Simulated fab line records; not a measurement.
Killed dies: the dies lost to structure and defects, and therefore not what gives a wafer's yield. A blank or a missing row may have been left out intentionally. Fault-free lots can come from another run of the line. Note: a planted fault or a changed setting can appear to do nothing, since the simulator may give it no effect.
fab line records	flow nand_harc
[record] lots = 6	wafers = 18	last_day = 24
route steps=1159 shown P_M1@297 P_M2@318 END@1159
lots with no fault: from the same line, run without faults
start_h: start of the lot's first displayed wafer, in hours after the record's first day	wait_h: how many hours have passed since the lot's step before this one	" as in the row above	L1.1+2: one row covering several wafers at once	- either no value or no given start	* or withheld: withheld	< > ~ a bound
route shown NAME@n: names a module that has steps shown in the file, with the first one's number in the route	usual: mean and standard deviation over wafers with no fault	same: alike in all rows	chamber/n: place in a boat	sites: readings site by site	_std_site: the values' standard deviation	_edge_site: outer sites' mean less inner sites'	radius_mm: for every site, how far away it sits from the centre of the wafer	mask NAME#n: copy n	behind: tool/chamber where the wafer was last shaped	hold: cause of the lot's hold/its duration in hours/its outcome	device: transistor that didn't switch, given as n, p or np	end of line: at the end of the route, the tests of the same wafers	where a step has no rows: the recipe by itself	killed: count of dies lost to structure and defects at first sort (not the wafer's yield)	map: shows each die of a wafer: x if killed, . if not, _ if none is there
set.NAME: the setting as run; set.NAME@STEP: as run at that earlier step	model.NAME: the simulator's own value behind a step, which no gauge read
lots at selected steps of the route; one table per step, one row per wafer
services: when a tool's chamber went out of use (start_h, in hours from the record's first day, below 0 if earlier), for how many hours, and the reason
[[steps]]
[step NHARC_P_M1_INSPECT_11]
[usual] raw_defect_count = 3.8/2.1
lot.wafer	tool	chamber	start_h	wait_h	raw_defect_count
L374.3	defect_inspect-01	-	121.37	0.0	4
L374.5	"	-	"	"	2
L374.6	"	-	"	"	2
L382.2	defect_inspect-01	-	174.44	0.0	5
L382.4	"	-	"	"	3
L382.5	"	-	"	"	2
L381.2	defect_inspect-02	-	175.57	0.1	4
L381.3	"	-	"	"	2
L381.6	"	-	"	"	4
L389.3	defect_inspect-01	-	216.69	0.0	2
L389.4	"	-	"	"	4
L389.6	"	-	"	"	5
L390.1	defect_inspect-01	-	219.70	0.0	6
L390.3	"	-	"	"	4
L390.5	"	-	"	"	3
L395.1	defect_inspect-01	-	246.12	0.0	3
L395.2	"	-	"	"	3
L395.3	"	-	"	"	2
[step NHARC_P_M1_DESCUM_14]
[recipe] time_s = 3	o2_flow_sccm = 200	ar_flow_sccm = 0	bias_power_w = 0	chemistry = O2
[step NHARC_P_M1_ETCH_35]
[recipe] target_depth_a = 400	overetch_a = 120	time_s = 43.94	ion_energy_ev = 200	n2_flow_sccm = 150	h2_flow_sccm = 150	ar_flow_sccm = 0	rf_w = 400	bias_w = 150	chemistry = N2/H2
[step NHARC_P_M1_ETCH_15]
[recipe] target_depth_a = 1825	time_s = 91.2	c4f8_flow_sccm = withheld	ar_flow_sccm = 400	rf_w = 600	bias_w = 300	chemistry = C4F8/Ar
[step NHARC_P_M1_CD_MEAS_16]
[usual] cd_nm = 130.9/1.1
lot.wafer	tool	chamber	start_h	wait_h	cd_nm
L374.3	cd_sem-03	-	121.74	-	130.4
L374.5	"	-	"	"	129.9
L374.6	"	-	"	"	132.3
L382.2	cd_sem-03	-	174.80	-	131.3
L382.4	"	-	"	"	130.0
L382.5	"	-	"	"	130.0
L381.2	cd_sem-02	-	175.96	-	129.4
L381.3	"	-	"	"	131.1
L381.6	"	-	"	"	128.7
L389.3	cd_sem-03	-	217.06	-	131.5
L389.4	"	-	"	"	129.0
L389.6	"	-	"	"	129.9
L390.1	cd_sem-03	-	220.07	-	130.1
L390.3	"	-	"	"	129.2
L390.5	"	-	"	"	130.9
L395.1	cd_sem-02	-	246.49	-	132.0
L395.2	"	-	"	"	131.8
L395.3	"	-	"	"	129.1
[step NHARC_P_M1_STRIP_18]
[recipe] power_w = 1000	n2_flow_sccm = 150	h2_flow_sccm = 150	ar_flow_sccm = 0	bias_w = 0	chemistry = N2/H2
[usual] drypump_motor_current_A = 5.6/0.45	oes_product_au = 1.000/0.016	rf_fwd_power_W = 997.7/3	rf_vpp_V = 90.9/1	showerhead_plenum_p_Torr = 2.08/0.078	throttle_valve_pct = 14.171/0.009
lot.wafer	tool	chamber	start_h	wait_h	drypump_motor_current_A	oes_product_au	rf_fwd_power_W	rf_hours_counter_h	rf_vpp_V	showerhead_plenum_p_Torr	throttle_valve_pct
L374.3	rie_diel-13	0	121.89	0.1	5.3	0.985	999.9	1	89.5	2.10	14.172
L374.6	"	1	"	"	4.8	1.011	995.6	-	92.3	2.06	14.142
L374.5	"	2	"	"	5.4	0.968	995.1	-	92.2	2.11	14.159
L382.2	rie_diel-13	0	174.88	0.1	5.3	0.995	998.0	5	93.3	2.10	14.175
L382.4	"	3	"	"	5.9	1.005	1000.0	5	90.9	1.93	14.159
L382.5	"	0	"	"	5.4	1.009	1001.9	-	92.4	2.10	14.182
L381.3	rie_diel-04	2	176.06	0.1	5.2	1.015	995.9	1	91.9	2.20	14.185
L381.2	"	3	"	"	5.3	1.024	996.8	1	91.3	2.09	14.165
L381.6	"	1	"	"	6.0	0.994	993.8	-	89.5	1.97	14.162
L389.4	rie_diel-04	3	217.16	0.1	5.3	1.039	998.6	2	90.9	2.09	14.164
L389.3	"	0	"	"	5.8	0.970	1001.0	2	90.3	2.10	14.179
L389.6	"	2	"	"	5.3	1.004	995.5	-	91.7	2.20	14.181
L390.3	rie_diel-04	3	220.21	0.1	5.3	1.028	997.1	2	90.8	2.09	14.172
L390.1	"	0	"	"	5.8	0.983	995.3	2	90.3	2.10	14.180
L390.5	"	1	"	"	6.0	0.985	994.9	-	89.7	1.97	14.169
L395.3	rie_diel-13	2	246.56	0.1	5.4	0.974	1003.6	10	90.3	2.11	14.174
L395.2	"	3	"	"	5.9	1.022	995.9	11	90.2	1.93	14.193
L395.1	"	0	"	"	5.4	1.002	998.0	10	90.9	2.10	14.166
[step NHARC_P_M1_ETCH_28]
[recipe] target_depth_a = 300	over_etch_frac = 0.3	time_s = 72.99	ion_energy_ev = 150	cf4_flow_sccm = 50	n2_flow_sccm = 100	ar_flow_sccm = 150	rf_w = 300	bias_w = 100	chemistry = CF4/N2
[step NHARC_P_M1_STRIP_19]
[recipe] time_s = 600	temp_c = 30	chemistry = post_etch_residue_remover
[step NHARC_P_M1_DEGAS_29]
[recipe] temp_c = 250	time_s = 60
[step NHARC_P_M1_PRE_CLEAN_30]
[recipe] time_s = 30	temp_c = 280	gas = H2/He
[usual] heater_power_w = 405/47
[same] time_s = 30
lot.wafer	tool	chamber	start_h	wait_h	heater_power_w
L374.3	pvd_sputter-01	-	-	-	413
L374.5	"	-	"	"	303
L374.6	"	-	"	"	423
L382.2	pvd_sputter-02	-	-	-	426
L382.4	"	-	"	"	426
L382.5	"	-	"	"	355
L381.3	pvd_sputter-03	-	-	-	385
L381.2	"	-	"	"	378
L381.6	"	-	"	"	389
L389.4	pvd_sputter-01	-	-	-	430
L389.3	"	-	"	"	401
L389.6	"	-	"	"	429
L390.1	pvd_sputter-01	-	-	-	399
L390.3	"	-	"	"	442
L390.5	"	-	"	"	435
L395.1	pvd_sputter-03	-	-	-	378
L395.2	"	-	"	"	381
L395.3	"	-	"	"	358
[step NHARC_P_M1_PVD_20]
[recipe] target_thk_a = 50	bias_v = 168.6	power_w = 15000	chamber_pressure_pa = 0.12	time_s = 8.06	substrate_temp_c = 50	material = TaN
[step NHARC_P_M1_PVD_21]
[recipe] target_thk_a = 300	chamber_pressure_pa = 5	power_w = 5000	substrate_temp_c = 30	time_s = 20.49	material = Cu
[step NHARC_P_M1_ECD_22]
[recipe] target_thk_a = 4000	bath_temp_c = 25	material = Cu
lot.wafer	tool	chamber	start_h	wait_h
L374.3+6+5	ecd_cu-02	0,1,0	122.98	-
L382.2+4+5	ecd_cu-02	0	175.96	-
L381.2+3+6	ecd_cu-02	0	177.05	-
L389.3+4+6	ecd_cu-01	0,1,0	218.47	-
L390.1+3+5	ecd_cu-01	0,1,1	221.17	-
L395.1+2+3	ecd_cu-02	0,1,1	247.56	-
[step NHARC_P_M1_ANNEAL_31]
[recipe] temp_c = 225	time_s = 90
[usual] anneal_temp_c_max = 226.2/0.42	wafer_temp_C_max = 226.4/0.36
[same] time_s = 90
lot.wafer	tool	chamber	start_h	wait_h	anneal_temp_c_max	wafer_temp_C_max
L374.3	rtp_anneal-01	0	123.32	0.3	225.6	226.3
L374.5	"	0	"	"	225.8	226.4
L374.6	"	0	"	"	225.7	226.2
L382.2	rtp_anneal-01	0	176.34	-	226.4	226.7
L382.4	"	0	"	"	225.9	226.9
L382.5	"	0	"	"	225.8	226.5
L381.2	rtp_anneal-01	0	177.47	-	225.8	226.8
L381.3	"	0	"	"	225.7	226.4
L381.6	"	0	"	"	226.6	226.3
L389.3	rtp_anneal-01	0	219.01	0.5	225.9	226.2
L389.4	"	0	"	"	226.3	226.3
L389.6	"	0	"	"	226.0	226.5
L390.1	rtp_anneal-01	0	221.55	0.3	226.1	225.9
L390.3	"	0	"	"	226.1	226.5
L390.5	"	0	"	"	225.9	226.2
L395.1	rtp_anneal-02	0	247.94	-	226.6	226.4
L395.2	"	0	"	"	226.6	226.7
L395.3	"	0	"	"	226.2	226.3
[step NHARC_P_M1_CMP_23]
[recipe] t_overpolish_s = 20	target_thk_nm = 157.82
[step NHARC_P_M1_THK_MEAS_24]
[recipe] thk_meas_gauge = xrf
[usual] thk_nm = 157.8/1.6
lot.wafer	tool	chamber	start_h	wait_h	thk_nm
L374.3	film_metro-02	-	123.87	-	156.6
L374.5	"	-	"	"	158.4
L374.6	"	-	"	"	155.8
L382.2	film_metro-01	-	176.95	-	159.2
L382.4	"	-	"	"	157.8
L382.5	"	-	"	"	158.3
L381.2	film_metro-02	-	178.08	-	156.8
L381.3	"	-	"	"	156.7
L381.6	"	-	"	"	157.5
L389.3	film_metro-02	-	219.57	-	156.8
L389.4	"	-	"	"	156.8
L389.6	"	-	"	"	156.3
L390.1	film_metro-01	-	222.21	-	161.2
L390.3	"	-	"	"	157.3
L390.5	"	-	"	"	159.4
L395.1	film_metro-02	-	248.59	-	157.4
L395.2	"	-	"	"	158.0
L395.3	"	-	"	"	158.3
[step NHARC_P_M1_SRD_25]
[step NHARC_P_M1_PRE_CLEAN_32]
[recipe] time_s = 12	temp_c = 370	rf_power_w = 300	gas = NH3
[step NHARC_P_M1_DEP_33]
[recipe] target_thk_a = 300	temp_c = 370	target_thk_nm = 30	pressure_torr = 3	flow_sccm = 200	rf_w = 450	material = SiCN
[step NHARC_P_M2_DEP_00]
[recipe] target_thk_a = 1825	target_thk_nm = 182.5	temp_c = withheld	pressure_torr = 5	flow_sccm = 200	rf_w = 600	material = SiOC
[step NHARC_P_M2_DEHYDRATE_01]
[recipe] temp_c = 150	time_s = 120
[step NHARC_P_M2_HMDS_02]
[recipe] time_s = 30
[step NHARC_P_M2_COAT_34]
[recipe] temp_c = 200	time_s = 65
[step NHARC_P_M2_COAT_03]
[recipe] spin_rpm = 1500	resist_thk_nm = 90
[step NHARC_P_M2_SOFTBAKE_04]
[recipe] temp_c = 105	time_s = 55
[step NHARC_P_M2_EBR_05]
[step NHARC_P_M2_EXPOSE_06]
[recipe] na = 1.35	target_cd_nm = 170	dose_mj = 80.78	mask_id = P_M2
[step NHARC_P_M2_PEB_07]
[recipe] peb_temp_c = 100	peb_time_s = 65
[step NHARC_P_M2_DEVELOP_08]
[recipe] develop_time_s = 35	dev_temp_c = 23
[step NHARC_P_M2_CD_MEAS_09]
[recipe] target_cd_nm = 170	landing_energy_ev = 500
[usual] cd_nm = 170.1/0.79
lot.wafer	tool	chamber	start_h	wait_h	cd_nm
L374.3	cd_sem-03	0	125.30	-	170.5
L374.5	"	0	"	"	170.4
L374.6	"	0	"	"	169.7
L382.2	cd_sem-02	0	178.38	-	171.3
L382.4	"	0	"	"	169.8
L382.5	"	0	"	"	171.2
L381.2	cd_sem-03	0	179.63	-	171.4
L381.3	"	0	"	"	170.6
L381.6	"	0	"	"	171.0
L389.3	cd_sem-02	0	221.22	-	170.4
L389.4	"	0	"	"	169.4
L389.6	"	0	"	"	169.5
L390.1	cd_sem-02	0	223.77	-	170.1
L390.3	"	0	"	"	171.0
L390.5	"	0	"	"	170.1
L395.1	cd_sem-02	0	250.15	-	170.6
L395.2	"	0	"	"	170.9
L395.3	"	0	"	"	169.6
[step NHARC_P_M2_OVL_MEAS_10]
[recipe] pitch_nm = 340
[usual] overlay_x_nm = 0.1/0.81	overlay_y_nm = -0.1/0.68
lot.wafer	tool	chamber	start_h	wait_h	overlay_x_nm	overlay_y_nm
L374.3	overlay-01	-	125.38	-	1.0	-0.3
L374.5	"	-	"	"	0.4	-0.2
L374.6	"	-	"	"	0.8	0.2
L382.2	overlay-02	-	178.46	-	-0.1	0.3
L382.4	"	-	"	"	-0.2	0.4
L382.5	"	-	"	"	0.2	0.6
L381.2	overlay-02	-	179.72	-	0.3	0.2
L381.3	"	-	"	"	0.1	-0.6
L381.6	"	-	"	"	0.1	0.2
L389.3	overlay-01	-	221.30	-	-0.9	1.0
L389.4	"	-	"	"	-1.5	0.7
L389.6	"	-	"	"	-1.1	1.1
L390.1	overlay-02	-	223.86	-	1.3	-0.1
L390.3	"	-	"	"	1.7	0.0
L390.5	"	-	"	"	1.6	-0.6
L395.1	overlay-01	-	250.26	-	0.2	0.5
L395.2	"	-	"	"	0.0	0.0
L395.3	"	-	"	"	0.0	0.0
[step NHARC_P_M2_DESCUM_14]
[recipe] time_s = 3	o2_flow_sccm = 200	ar_flow_sccm = 0	bias_power_w = 0	chemistry = O2
[usual] drypump_motor_current_A = 5.7/0.32	oes_product_au = 1.001/0.013	rf_vpp_V = 57.7/0.87	showerhead_plenum_p_Torr = 1.92/0.084	throttle_valve_pct = 11.311/0.0091
[same] time_s = 3
lot.wafer	tool	chamber	start_h	wait_h	drypump_motor_current_A	oes_product_au	rf_hours_counter_h	rf_vpp_V	showerhead_plenum_p_Torr	throttle_valve_pct
L374.3	rie_diel-10	2	125.51	0.1	6.0	0.989	24	58.1	2.04	11.304
L374.6	"	3	"	"	5.2	1.000	-	57.8	1.88	11.312
L374.5	"	0	"	"	5.7	1.011	-	56.4	1.90	11.298
L382.2	rie_diel-07	1	178.56	0.1	5.5	0.987	4	57.1	1.92	11.309
L382.4	"	2	"	"	6.0	1.004	4	58.4	2.03	11.307
L382.5	"	2	"	"	6.0	0.998	-	59.4	2.03	11.304
L381.2	rie_diel-07	1	179.83	0.1	5.5	0.999	4	56.8	1.92	11.311
L381.3	"	2	"	"	6.0	0.997	4	58.1	2.03	11.320
L381.6	"	3	"	"	5.4	0.981	-	58.0	1.86	11.304
L389.4	rie_diel-10	1	221.40	0.1	5.3	1.024	7	56.5	1.78	11.314
L389.3	"	2	"	"	6.0	0.993	8	57.5	2.03	11.315
L389.6	"	1	"	"	5.3	1.022	-	57.4	1.78	11.319
L390.3	rie_diel-10	1	223.96	0.1	5.3	1.027	8	57.3	1.78	11.319
L390.1	"	2	"	"	6.1	1.005	9	58.9	2.03	11.321
L390.5	"	0	"	"	5.7	1.003	-	56.5	1.89	11.309
L395.2	rie_diel-07	0	250.36	0.1	5.8	1.002	0	55.8	1.97	11.304
L395.3	"	1	"	"	5.5	1.000	0	57.5	1.92	11.315
L395.1	"	3	"	"	5.5	0.996	0	58.7	1.85	11.306
[step NHARC_P_M2_ETCH_35]
[recipe] target_depth_a = 400	overetch_a = 120	time_s = 43.94	ion_energy_ev = 200	n2_flow_sccm = 150	h2_flow_sccm = 150	ar_flow_sccm = 0	rf_w = 400	bias_w = 150	chemistry = N2/H2
[step NHARC_P_M2_ETCH_15]
[recipe] target_depth_a = 1825	time_s = 91.2	c4f8_flow_sccm = withheld	ar_flow_sccm = 400	rf_w = 600	bias_w = 300	chemistry = C4F8/Ar
[step NHARC_P_M2_CD_MEAS_16]
[usual] cd_nm = 170.0/1.1
lot.wafer	tool	chamber	start_h	wait_h	cd_nm
L374.3	cd_sem-02	-	125.79	-	170.3
L374.5	"	-	"	"	171.1
L374.6	"	-	"	"	170.6
L382.2	cd_sem-03	-	178.92	-	170.6
L382.4	"	-	"	"	170.1
L382.5	"	-	"	"	172.4
L381.2	cd_sem-03	-	180.12	-	171.1
L381.3	"	-	"	"	170.0
L381.6	"	-	"	"	169.9
L389.3	cd_sem-03	-	221.71	-	169.7
L389.4	"	-	"	"	169.9
L389.6	"	-	"	"	169.3
L390.1	cd_sem-03	-	224.26	-	169.7
L390.3	"	-	"	"	171.6
L390.5	"	-	"	"	170.3
L395.1	cd_sem-02	-	250.67	-	169.5
L395.2	"	-	"	"	170.9
L395.3	"	-	"	"	169.3
[step NHARC_P_M2_STRIP_18]
[recipe] power_w = 1000	n2_flow_sccm = 150	h2_flow_sccm = 150	ar_flow_sccm = 0	bias_w = 0	chemistry = N2/H2
[usual] drypump_motor_current_A = 5.68/0.3	oes_product_au = 1.003/0.015	rf_fwd_power_W = 997.3/2.9	rf_vpp_V = 90.7/0.94	showerhead_plenum_p_Torr = 2.05/0.092	throttle_valve_pct = 14.172/0.0091
lot.wafer	tool	chamber	start_h	wait_h	drypump_motor_current_A	oes_product_au	rf_fwd_power_W	rf_hours_counter_h	rf_vpp_V	showerhead_plenum_p_Torr	throttle_valve_pct
L374.3	rie_diel-07	1	125.94	0.1	5.52	0.997	993.9	2	90.2	2.04	14.167
L374.6	"	2	"	"	6.00	0.984	994.5	-	89.9	2.17	14.177
L374.5	"	3	"	"	5.45	0.981	995.7	-	88.9	1.98	14.178
L382.2	rie_diel-07	2	178.99	0.1	5.97	1.000	996.2	4	92.6	2.17	14.175
L382.4	"	3	"	"	5.40	0.983	992.9	4	91.0	1.98	14.162
L382.5	"	3	"	"	5.36	0.977	997.4	-	90.7	1.98	14.179
L381.2	rie_diel-07	3	180.19	0.1	5.38	0.985	998.3	4	89.6	1.98	14.176
L381.3	"	2	"	"	5.99	1.002	999.4	4	90.8	2.17	14.168
L381.6	"	0	"	"	5.88	1.017	995.0	-	90.4	2.10	14.180
L389.3	rie_diel-10	1	221.78	0.1	5.35	1.017	997.4	7	88.4	1.89	14.156
L389.4	"	0	"	"	5.76	1.004	993.9	8	89.6	2.02	14.166
L389.6	"	2	"	"	6.04	0.999	997.6	-	91.4	2.17	14.187
L390.3	rie_diel-07	3	224.33	0.1	5.43	0.977	1000.0	6	90.7	1.97	14.167
L390.1	"	2	"	"	6.00	1.010	1000.9	6	90.5	2.16	14.175
L390.5	"	3	"	"	5.42	0.969	994.9	-	90.5	1.98	14.175
L395.2	rie_diel-11	2	250.77	0.1	6.06	0.999	997.3	20	90.0	1.91	14.168
L395.1	"	3	"	"	5.34	0.972	998.3	20	89.2	1.93	14.175
L395.3	"	0	"	"	6.82	1.001	994.8	18	94.0	2.21	14.177
[step NHARC_P_M2_ETCH_28]
[recipe] target_depth_a = 300	over_etch_frac = 0.3	time_s = 72.99	ion_energy_ev = 150	cf4_flow_sccm = 50	n2_flow_sccm = 100	ar_flow_sccm = 150	rf_w = 300	bias_w = 100	chemistry = CF4/N2
[step NHARC_P_M2_STRIP_19]
[recipe] time_s = 600	temp_c = 30	chemistry = post_etch_residue_remover
[step NHARC_P_M2_DEGAS_29]
[recipe] temp_c = 250	time_s = 60
[step NHARC_END_SORT_01]
[recipe] temp_c = 25
[usual] defect_limited_yield = 95.5/1.3	killed_at_array = 26/8.4	killed_at_other = 0.7/0.97	killed_at_periphery = 3.2/2.2	killed_dies = 30/8.5	killed_open = 3.4/2	killed_short = 2/1.3	sort_bin_2_pct = 1.5/0.52	sort_bin_3_pct = 0.21/0.18	sort_bin_4_pct = 2.8/0.91	sort_n_pass = 647/8.5	sort_rim_yield_pct = 94.8/2.7	sort_yield_pct = 95.5/1.3
[same] gross_dies = 677	sort_bin_5_pct[%] = 0	sort_bin_6_pct[%] = 0	sort_bin_7_pct[%] = 0	sort_bin_8_pct[%] = 0	sort_rim_n_gross = 106.00
lot.wafer	tool	chamber	start_h	wait_h	defect_limited_yield[%]	killed_at_array	killed_at_other	killed_at_periphery	killed_dies	killed_open	killed_short	sort_bin_2_pct[%]	sort_bin_3_pct[%]	sort_bin_4_pct[%]	sort_n_pass	sort_rim_yield_pct[%]	sort_yield_pct[%]
L382.2	prober-02	0	498.31	2.8	39.0	17	0	396	413	2	1	22.5	4.28	34.3	264	34.0	39.0
L382.4	prober-02	0	499.91	3.4	43.9	9	1	370	380	1	2	17.9	4.28	34.0	297	44.3	43.9
L382.5	prober-02	0	500.71	3.7	40.9	18	0	382	400	0	3	19.2	4.28	35.6	277	34.0	40.9
L381.2	prober-02	0	506.09	2.8	40.8	13	0	388	401	2	3	21.3	3.99	34.0	276	37.7	40.8
L381.3	prober-02	0	506.88	3.1	40.3	22	0	382	404	2	1	20.7	6.20	32.8	273	43.4	40.3
L381.6	prober-02	0	509.26	4.0	40.3	10	0	394	404	2	1	19.4	4.87	35.5	273	35.8	40.3
L389.3	prober-02	0	538.01	3.1	95.3	31	1	0	32	1	2	1.5	0.15	3.1	645	92.5	95.3
L389.4	prober-02	0	538.80	3.4	93.8	38	2	2	42	6	0	2.8	0.44	3.0	635	91.5	93.8
L389.6	prober-02	0	540.40	4.0	94.5	31	0	6	37	5	4	1.2	0	4.3	640	87.7	94.5
// killed by level:class
L382.2 P_M1:unspecified=394 A_STAIRCASE:chamber_film_flake=6 A_SLIT:chamber_film_flake=5 A_CHANNEL_HOLE_D1:chamber_film_flake=3 P_M2:geometric_particle:open=1 A_ONON_D1:geometric_particle:open=1 A_CHANNEL_FILL_D1:geometric_particle:short=1 P_STI:chamber_film_flake=1
L382.4 P_M1:unspecified=369 A_SLIT:chamber_film_flake=4 A_STAIRCASE:chamber_film_flake=3 A_WL_FILL:geometric_particle:open=1 A_WL_FILL:geometric_particle:short=1 P_STI:chamber_film_flake=1 STARTING-WAFER:geometric_particle:short=1
L382.5 P_M1:unspecified=381 A_SLIT:chamber_film_flake=11 A_WL_FILL:geometric_particle:short=3 A_CHANNEL_HOLE_D1:chamber_film_flake=3 P_STI:chamber_film_flake=1 A_STAIRCASE:chamber_film_flake=1
L381.2 P_M1:unspecified=384 A_CHANNEL_HOLE_D1:chamber_film_flake=9 P_CONTACT:geometric_particle:open=2 A_CHANNEL_FILL_D1:geometric_particle:short=2 A_CONTACT:chamber_film_flake=2 P_CONTACT:geometric_particle:short=1 P_GATE:chamber_film_flake=1
L381.3 P_M1:unspecified=379 A_CHANNEL_HOLE_D1:chamber_film_flake=19 P_STI:chamber_film_flake=2 P_M0:geometric_particle:open=1 A_ONON_D1:geometric_particle:open=1 A_WL_FILL:geometric_particle:short=1 A_CONTACT:chamber_film_flake=1
L381.6 P_M1:unspecified=393 A_CHANNEL_HOLE_D1:chamber_film_flake=7 P_M2:geometric_particle:open=1 A_SGD_CUT:geometric_particle:short=1 A_WL_FILL:geometric_particle:open=1 A_CONTACT:chamber_film_flake=1
L389.3 A_STAIRCASE:chamber_film_flake=7 A_SLIT:chamber_film_flake=7 A_CHANNEL_HOLE_D1:chamber_film_flake=5 A_CONTACT:chamber_film_flake=4 A_WL_FILL:chamber_film_flake=3 A_M1:chamber_film_flake=2 A_CHANNEL_FILL_D1:geometric_particle:short=1 A_CONTACT:geometric_particle:open=1
L389.4 A_SLIT:chamber_film_flake=15 A_STAIRCASE:chamber_film_flake=8 A_CHANNEL_HOLE_D1:chamber_film_flake=4 A_CONTACT:geometric_particle:open=3 A_CHANNEL_FILL_D1:chamber_film_flake=2 A_WL_FILL:chamber_film_flake=2 A_CONTACT:chamber_film_flake=2 A_CHANNEL_HOLE_D1:geometric_particle:open=1
L389.6 A_CHANNEL_HOLE_D1:chamber_film_flake=8 A_SLIT:chamber_film_flake=8 A_STAIRCASE:chamber_film_flake=5 A_CONTACT:chamber_film_flake=4 A_CONTACT:geometric_particle:open=3 P_STI:geometric_particle:short=2 P_M0:geometric_particle:open=2 P_M0:geometric_particle:short=1
// map L381.3 (x killed, . not)
____________x____________
_________xxx.xx._________
_______....xxxx..x_______
______xxxxxxx.x...x______
_____x..x..xxxxxxx.x_____
____x...x.....xxx....____
____xxxxxxx..xxx.xx..____
___.xxxxxxxxxx.x....xx___
___x.......xx..x.x.xx.___
__..xxxx.xxx..x..xx..x.__
__xxx.x....x.xxx...xxxx__
_.xxxxxxxxxx...xx...x..x_
_.x..xxx.xx.x...xxxxx.xx_
_xxx..xxx..xxxx.x..x..xx_
_xxx..x.xxx.xxxx.xxxxx.._
_xx..x..xxxxx.xxx....xxx_
.xx..xx..x.x.x.xx....xx.x
..xxx.xx.x..xxx.x..xxx.xx
xxxx...xx..x.x.x.xx.xxx..
x.xxx.....x.x..xxx..xxx.x
xxxxx.xxxxxxx.x.xxxxxxxxx
_xxxxxx.xxxx..xx.xxxxxxx_
_xx.xx.xx.xxxxx.xxx.xxxx_
_..x.xx.xx.x..xx.x..xxxx_
_.x.xxxxx...xx..xx..xxx._
_xx..xxxx.xxxx..x.xxxxx._
__...xxxx..xxxx....x..x__
__.xxxxx.x.....x.xx.x..__
___xx.x..xxxx.xx.xx.x.___
___xx..xxx...x..xxxx..___
____xx.xxxx..xxxxxx..____
____.xx...xx......xxx____
_____xxxx..x.x...xx._____
______..xx.xxx...x.______
_______x..xx.xxxx._______
_________...xxxx_________
____________x____________
// map L382.2 (x killed, . not)
____________x____________
_________xxx.x.x_________
_______xx..xx..xxx_______
______x...xx...xxxx______
_____x..xxxxx.xx...x_____
____xxxx.xxxxx..xx.x.____
____.xxxxxxx.xxx.xx.x____
___xx.xx.x....x.xx..x.___
___xxxxxxxxx.xxxx.x.xx___
__.xxxx.x.x..xxxxx..xx.__
__.xxxxxx..xxxx..x.x...__
_xx.xx.x.xxxx.xx.xxxx.x._
_xx.x..xxx.x.xxx...xx.xx_
_x.xx.......xx...xx.x.xx_
_x.xxxx.xxx.xx..x..x.xxx_
_xxxxxxxx.x.xxxxx.x..xxx_
xx..xx.x.xxxx..xx.x...x..
xxxxxxxxxx....xxx.xxx..xx
..xxxxx.xx..x..x.x...xx.x
..xx..x.xx....x.x..x.x...
x.xxx..xxxxxx.xxxxx.xx..x
_xxxxx.xx.xx..x.....x..._
_..xxxxx.x.xx.xxx.xxxxxx_
_xxx.xxxxxxx..xx.x..x..x_
_x.xx...x.xxxxxxx..x...._
_.xxx.xx.x.xx.x.......xx_
__..x.xxx.xxx...xxxxxx.__
__xx.x.xx..xxxx...x..x.__
___xxx.xxxx.xx.x.x..xx___
___x..xxx...x.xxxxx.xx___
____xx..xxx.x..x.xxx.____
____..xxx.x..xxx.xxxx____
_____.xxxxx..xx.xx.x_____
______x..x.x.x.xx.x______
_______.xx.x..xxxx_______
_________.x.xxx._________
____________x____________
[[services]]
tool	chamber	start_h	hours	kind
rie_diel-13	-	99.00	9.0	pm
pvd_sputter-03	-	102.00	10.0	pm
ecd_cu-01	-	106.88	0.3	repair
rie_diel-04	-	111.90	9.0	pm
rie_diel-10	-	117.58	0.2	repair
rie_diel-10	3	127.17	16.4	repair
rie_diel-04	2	129.02	2.5	repair
pvd_sputter-03	-	134.27	2.5	repair
pvd_sputter-01	-	147.75	1.7	repair
pvd_sputter-01	-	158.00	10.0	pm
rie_diel-07	1	163.69	6.3	repair
rie_diel-10	2	163.75	5.6	repair
rie_diel-10	1	164.87	9.6	repair
pvd_sputter-03	-	170.77	1.7	repair
rie_diel-10	-	176.50	9.0	pm
ecd_cu-02	-	180.00	8.0	pm
rie_diel-04	1	182.11	2.1	repair
rie_diel-11	2	185.50	4.2	repair
ecd_cu-02	-	192.72	1.4	repair
rie_diel-07	1	199.37	6.0	repair
rie_diel-07	1	209.92	8.6	repair
rie_diel-10	2	225.95	9.4	repair
rie_diel-07	-	228.20	9.0	pm
rie_diel-04	-	249.43	0.4	repair
[[key]]
[first_sign] step = NHARC_END_SORT_01	reading = killed_at_periphery	direction = up	sigmas = 99+	usual = 3.2	struck = 385.3
[effect] step = NHARC_END_SORT_01	reading = defect_limited_yield	direction = down	sigmas = 44	usual = 95.5	struck = 40.9
[more_kills_born_at] NHARC_P_M1_ECD_22@ecd_cu-02 = 2300
met_at NHARC_P_M1_ECD_22
struck_wafers L381.2,L381.3,L381.6,L382.2,L382.4,L382.5
onset_between 122.98 175.96
[fault] kind = chamber_particle_source	tool = ecd_cu-02	chamber = -	onset_h = 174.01	steps = NHARC_P_M1_ECD_22	rate_per_visit_cm2 = 0.94029	end_h = 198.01
